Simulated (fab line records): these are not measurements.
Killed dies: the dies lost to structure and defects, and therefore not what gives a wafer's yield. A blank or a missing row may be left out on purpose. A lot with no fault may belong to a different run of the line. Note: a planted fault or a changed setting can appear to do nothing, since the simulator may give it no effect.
Comparing a struck lot with a sound one | flow n5 finfet | 18 out of 1938 route steps
Sound: wafers L261.2, L261.3, L261.6. The struck wafers were L267.1, L267.3, L267.6. At the end, the cause is stated.
At each step with rows: each side's tool, then ch and its chambers, then its first start. Under that, the readings that differ: sound wafers | struck wafers | difference of the means | sigmas: that difference in standard deviations of wafers without a fault.
alike: readings with means less than 2 such deviations apart, plus words and numbers identical on both sides. not compared: withheld readings, readings lacking a value on some wafer, bounds such as >300 that could conceal the same value, and numbers that have no deviation in the record and whose values overlap.
Wherever a step has rows on one side only, a row that says differs or no value, or a row with sigmas, the two part there. Non-overlapping numbers with no deviation appear without sigmas and do not part them. A reading missing from all wafers of one side parts the sides only when that side holds two or more wafers.

N5_BEOL_M12_CMP_49: polishes, stops on SiOC, t overpolish 20.6 s, target thk 320 nm.
  sound on cmp-04 ch 0,1,3, day 12 06:41; struck on cmp-01 ch 0,1,3, day 13 23:11
  alike: barrier field endpoint s, motor current A, overpolish run s, slurry filter dp kPa
N5_BEOL_M12_THK_MEAS_50: measures by xrf.
  sound on film metro-01, day 12 06:56; struck on film metro-01, day 13 23:26
  alike: M12_THK
then, 1 step without rows for these wafers: N5_BEOL_M12_PRE_CLEAN_52 (time 15 s).
N5_BEOL_M12_DEP_53: deposits SiCN from 3MS/NH3, target thk 30 nm, time 10.5 s.
  sound on pecvd-02 ch 1,2, day 12 07:00; struck on pecvd-04 ch 1,2, day 13 23:30
  alike: showerhead plenum p Torr, throttle valve pct
N5_BEOL_M12_RS_MEAS_54: uses a four-point probe to measure.
  sound on film metro-01, day 12 07:04; struck on film metro-02, day 13 23:35
  alike: M12_RS
N5_BEOL_M12_INSPECT_55: inspects for defects (darkfield).
  sound on defect inspect-01, day 12 07:05; struck on defect inspect-01, day 13 23:36
  alike: raw defect count
N5_BEOL_M13_ILD_DEP_00: deposits SiOC from DEMS/O2, target thk 837.92 nm, time 166.4 s.
  sound on pecvd-01 ch 1,2, day 12 07:07; struck on pecvd-01 ch 0,2, day 13 23:38
  alike: heater power w, showerhead plenum p Torr, throttle valve pct
N5_BEOL_M13_THK_MEAS_01:
  sound on film metro-01, day 12 07:17; struck on film metro-01, day 13 23:47
  alike: M13_ILD_THK
then, 4 steps without rows for these wafers: N5_BEOL_M13_COAT_58 (time 60 s, resist thk 89 nm); N5_BEOL_M13_COAT_04 (resist thk 400 nm); N5_BEOL_M13_EBR_06; N5_BEOL_M13_SOFTBAKE_05 (time 60 s).
N5_BEOL_M13_EXPOSE_07: exposes mask V12.
  sound on krf scanner-02 ch 0, day 12 07:32; struck on krf scanner-02 ch 0, day 13 23:55
  reading              | sound                | struck               | difference | sigmas
  exposure dose mJ cm2 | 24.800 24.783 24.791 | 25.982 25.970 25.960 | +1.179     | +49
  alike: mask
then, 3 steps without rows for these wafers: N5_BEOL_M13_PEB_08 (peb time 90 s); N5_BEOL_M13_DEVELOP_09 (develop time 45 s); N5_BEOL_M13_HARDBAKE_14 (time 120 s).
N5_BEOL_M13_CD_MEAS_10: target cd 190 nm.
  sound on cd sem-02 ch 0, day 12 07:42; struck on cd sem-03 ch 0, day 14 00:05
  reading    | sound             | struck            | difference | sigmas
  cd nm (nm) | 190.1 189.8 189.2 | 195.2 194.6 196.0 | +5.6       | +4
N5_BEOL_M13_OVL_MEAS_11:
  sound on overlay-01 ch 0, day 12 07:44; struck on overlay-02 ch 0, day 14 00:07
  alike: V12_OVL

WHERE THEY PART
Earliest at N5_BEOL_M13_EXPOSE_07; latest, in this record, at N5_BEOL_M13_CD_MEAS_10. Later steps at which nothing parts them and some readings are alike: N5_BEOL_M13_OVL_MEAS_11.

WHY: the cause the simulator had injected
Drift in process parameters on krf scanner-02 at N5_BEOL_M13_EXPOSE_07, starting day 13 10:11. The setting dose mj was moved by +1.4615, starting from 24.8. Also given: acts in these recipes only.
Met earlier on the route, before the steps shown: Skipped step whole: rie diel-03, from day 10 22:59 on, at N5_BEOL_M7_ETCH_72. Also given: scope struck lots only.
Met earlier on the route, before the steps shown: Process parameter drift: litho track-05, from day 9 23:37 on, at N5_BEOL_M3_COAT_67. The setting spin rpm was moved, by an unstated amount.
